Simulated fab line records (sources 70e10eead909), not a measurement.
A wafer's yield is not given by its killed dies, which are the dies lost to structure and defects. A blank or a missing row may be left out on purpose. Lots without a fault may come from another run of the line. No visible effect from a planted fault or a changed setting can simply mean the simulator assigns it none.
8D (eight disciplines) problem report, filled in by code + flow nand_harc + the parts of the form that need people (team, actions taken, sign-off) are left out

1. WHAT IS WRONG
Wafers without a fault read 75, standard deviation 38; raw_defect_count at NHARC_A_CONTACT_INSPECT_44 reads a mean of 870 on 6 wafers belonging to 2 lots. That is +21 standard deviations from the usual mean.
The first sign was on wafer L813.3 at day 25 17:50, on defect_inspect-01. Wafers with a number at this step in the record: 36, from 12 lots. By rule, "out" or "out of limits" means more than 4 standard deviations away from the usual mean. Any other wafer with a number is counted as sound.

2. WHAT IT IS; WHAT IT IS NOT
| question                    | is                     | is not                                                                                                  |
|-----------------------------|------------------------|---------------------------------------------------------------------------------------------------------|
| which readings at this step | raw_defect_count       | -                                                                                                       |
| which lots                  | L813, L814             | L803, L804, L805, L815, L820, L821, L822, L823, L825, L826                                              |
| which wafers of those lots  | all that have a number | -                                                                                                       |
| read on which gauges        | defect_inspect-01      | defect_inspect-02                                                                                       |
| when                        | from day 25 17:50      | up to then (9 sound wafers); but 21 sound wafers of L815, L820, L821, L822, L823, L825, L826 came after |

3. SUSPECTS, AND WHAT RULES EACH OUT
Counting: a tool at any process step up to the reading remains a suspect when it ran all the lots that are out and ran no sound lot after the first of those.
- the gauge at NHARC_A_CONTACT_INSPECT_44: kept. All the wafers that are out were read on defect_inspect-01, and no step on other tools shows them out.
- acl_dep-01 at NHARC_A_CONTACT_DEP_28 (deposits aC, target thk 7000 nm): ruled out as a lasting fault. The sound lots L821, L825, L826 went through it after L813, its earliest lot that is out (day 25 14:17).
Left after counting: defect_inspect-01 at NHARC_A_CONTACT_INSPECT_44.

4. THE CAUSE (what the simulator had put in)
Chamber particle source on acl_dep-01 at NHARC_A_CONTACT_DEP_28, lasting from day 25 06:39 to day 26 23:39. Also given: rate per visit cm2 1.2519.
Counting ruled it out, wrongly: the rule takes a fault to strike every lot that its tool runs from its start on, and this one did not.

5. SEQUENCE OF EFFECTS, ordered by route
Each row: a reading where the mean over the struck wafers with a number is more than 3 standard deviations away from the usual. Readings are gone through only where the record gives a usual standard deviation; hours: the median, over the lots, of the time from a lot's start at the first step in this table giving one to that lot's start at this step; sigmas: the change measured in usual standard deviations.
| hours | step                       | reading          | usual | on struck wafers | change | sigmas |
|-------|----------------------------|------------------|-------|------------------|--------|--------|
| 0     | NHARC_A_CONTACT_INSPECT_44 | raw_defect_count | 75    | 870              | +795   | +21    |
| 74    | NHARC_END_SORT_01          | killed_at_array  | 47    | 129              | +82    | +4.5   |
| 74    | NHARC_END_SORT_01          | killed_dies      | 52    | 133              | +81    | +4.5   |

6. WHAT WOULD HAVE CAUGHT IT SOONER
The first out-of-limits reading at a measuring or inspecting step in this record came at day 25 17:50, 11 hours after the fault's start at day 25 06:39.
Of the tool readings at NHARC_A_CONTACT_DEP_28 for which the record gives a usual standard deviation, none was out on any struck wafer, so an alarm limit of 4 standard deviations on them would not have fired.
